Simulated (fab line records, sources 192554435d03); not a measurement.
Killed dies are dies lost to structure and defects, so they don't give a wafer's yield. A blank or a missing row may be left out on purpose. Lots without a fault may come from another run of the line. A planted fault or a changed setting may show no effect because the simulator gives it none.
Split-lot experiment | flow n5_finfet | 7 lots, 39 wafers read, on a route of 1938 steps

THE SPLIT
At N5_BEOL_M4_DESCUM_16 (chemistry O2, time 7 s), the setting time_s was moved away from the recipe's 7 s on 18 of the 39 wafers read, by -48.0% to +41.9%. The other wafers ran this setting at the recipe's value.

The file shows no step between the split and the reading.

THE READING
CAR-EUV_of_BEOL_M4_COAT_05.thk_nm (the simulator's own value, which no gauge read), in nm, at N5_BEOL_M4_ETCH_74 (etches underlayer in N2/H2, target depth 6.5 nm, time 5.2 s). The file gives no usual value for it. The 21 wafers here that ran the recipe average 20.4 nm, standard deviation 0.085 nm.

wafer  | tool, chamber at the split | time_s as run, s | against the recipe | CAR-EUV_of_BEOL_M4_COAT_05.thk_nm, nm | against lot-mates on the recipe
L074.1 | rie_diel-04, 0             | 7                | recipe             | 20.4                                  | -
L074.4 | rie_diel-04, 0             | 7                | recipe             | 20.4                                  | -
L074.6 | rie_diel-04, 3             | 7                | recipe             | 20.4                                  | -
L074.2 | rie_diel-04, 3             | 5.864            | -16.2%             | 21                                    | +0.6
L074.3 | rie_diel-04, 2             | 5.864            | -16.2%             | 20.8                                  | +0.4
L074.5 | rie_diel-04, 2             | 5.864            | -16.2%             | 20.8                                  | +0.4
L082.1 | rie_diel-04, 1             | 7                | recipe             | 20.4                                  | -
L082.2 | rie_diel-04, 3,2           | 7                | recipe             | 20.4                                  | -
L082.4 | rie_diel-04, 3,2           | 7                | recipe             | 20.2                                  | -
L085.1 | rie_diel-05, 0,3,2         | 9.932            | +41.9%             | 19                                    | -1.4
L085.3 | rie_diel-05, 0,3,2         | 9.932            | +41.9%             | 19                                    | -1.4
L085.2 | rie_diel-05, 2,1           | 7                | recipe             | 20.4                                  | -
L085.4 | rie_diel-05, 2,1           | 7                | recipe             | 20.4                                  | -
L085.6 | rie_diel-05, 3             | 7                | recipe             | 20.4                                  | -
L085.5 | rie_diel-05, 0,3,2         | 9.932            | +41.9%             | 18.8                                  | -1.6
L086.1 | rie_diel-02, 0,1,2         | 7                | recipe             | 20.4                                  | -
L086.2 | rie_diel-02, 0,1,2         | 7                | recipe             | 20.6                                  | -
L086.5 | rie_diel-02, 0,1,2         | 7                | recipe             | 20.6                                  | -
L086.3 | rie_diel-02, 3,2,3         | 4.438            | -36.6%             | 21.6                                  | +1.1
L086.6 | rie_diel-02, 3,2,3         | 4.438            | -36.6%             | 21.6                                  | +1.1
L086.4 | rie_diel-02, 3,2,3         | 4.438            | -36.6%             | 21.8                                  | +1.3
L087.1 | rie_diel-05, 1,3,3         | 9.478            | +35.4%             | 19.2                                  | -1.2
L087.2 | rie_diel-05, 0,2,0         | 7                | recipe             | 20.4                                  | -
L087.3 | rie_diel-05, 0,2,0         | 7                | recipe             | 20.4                                  | -
L087.6 | rie_diel-05, 0,2,0         | 7                | recipe             | 20.4                                  | -
L087.4 | rie_diel-05, 1,3,3         | 9.478            | +35.4%             | 19.4                                  | -1.0
L087.5 | rie_diel-05, 1,3,3         | 9.478            | +35.4%             | 19.4                                  | -1.0
L093.1 | rie_diel-04, 1,0,0         | 7                | recipe             | 20.4                                  | -
L093.2 | rie_diel-04, 1,0,0         | 7                | recipe             | 20.4                                  | -
L093.5 | rie_diel-04, 1,0,0         | 7                | recipe             | 20.4                                  | -
L093.3 | rie_diel-04, 2,3,1         | 3.641            | -48.0%             | 22                                    | +1.6
L093.4 | rie_diel-04, 2,3,1         | 3.641            | -48.0%             | 22                                    | +1.6
L093.6 | rie_diel-04, 2,3,1         | 3.641            | -48.0%             | 22                                    | +1.6
L096.1 | rie_diel-05, 0             | 3.903            | -44.2%             | 22                                    | +1.5
L096.6 | rie_diel-05, 0             | 3.903            | -44.2%             | 22                                    | +1.5
L096.2 | rie_diel-05, 1,3,3         | 7                | recipe             | 20.4                                  | -
L096.5 | rie_diel-05, 1,3,3         | 7                | recipe             | 20.4                                  | -
L096.3 | rie_diel-05, 2             | 3.903            | -44.2%             | 21.8                                  | +1.3
L096.4 | rie_diel-05, 1,3,3         | 7                | recipe             | 20.6                                  | -
Where a row lists several chambers, the file gives one row for several wafers and doesn't say which wafer went through which chamber.

THE FIT
A straight line over all 39 wafers: CAR-EUV_of_BEOL_M4_COAT_05.thk_nm changes by -0.0334 nm for each +1% of time_s; r = -0.99; the points scatter about the line by 0.1 nm.
The same after taking each lot's own level away (the mean of its wafers on the recipe; 39 wafers): -0.0327 nm for each +1%; r = -0.99; scatter 0.089 nm.
On that fit, the largest move of time_s shifts the reading by 1.6 nm.
The lots' own levels span 20.33 to 20.53 nm, that is 2.3 times the standard deviation above.
So the lot-to-lot level changes the slope little: the two slopes agree.
Check: with one of the wafers moved furthest among these (-48.0%) left out of the fit, the line predicts +1.56 nm for it against its lot-mates. It came out at +1.6 nm against them.

OTHER SPLITS ON THESE WAFERS
These wafers also went through other splits before the reading. Each is held against what the fit with the lots' levels taken away leaves over:
other split on the same wafers           | wafers away from the commonest value | r with CAR-EUV_of_BEOL_M4_COAT_05.thk_nm (lot level and that fit taken away)
N5_PMOS_HMC_CHANNEL_EPI_DESCUM_14 time_s | 15                                   | +0.19
N5_DUMMY_GATE_PECVD_30 time_s            | 18                                   | -0.22
N5_SD_EPI_N_ETCH_45 target_depth_a       | 15                                   | +0.08
N5_HKMG_FIN_NWFM_ALD_20 ald_cycles       | 15                                   | +0.16
N5_MOL_CONTACT_COAG_CVD_140 target_thk_a | 18                                   | -0.16

THE WHOLE CHAIN: every reading that the file lists as answering this split, in the file's order
step                 | what it does                                                | reading                                                                            | change (the file's fit)                | r (the file's)
N5_BEOL_M4_DESCUM_16 | chemistry O2, time 7 s                                      | CAR-EUV_of_BEOL_M4_COAT_05.thk_nm (the simulator's own value, which no gauge read) | -0.0339 nm for each +1% of the setting | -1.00
N5_BEOL_M4_ETCH_74   | etches underlayer in N2/H2, target depth 6.5 nm, time 5.2 s | CAR-EUV_of_BEOL_M4_COAT_05.thk_nm (the simulator's own value, which no gauge read) | -0.0327 nm for each +1% of the setting | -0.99

THE FILE'S OWN FIT
CAR-EUV_of_BEOL_M4_COAT_05.thk_nm changes by -0.0327 nm for each +1% of time_s, r = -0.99.
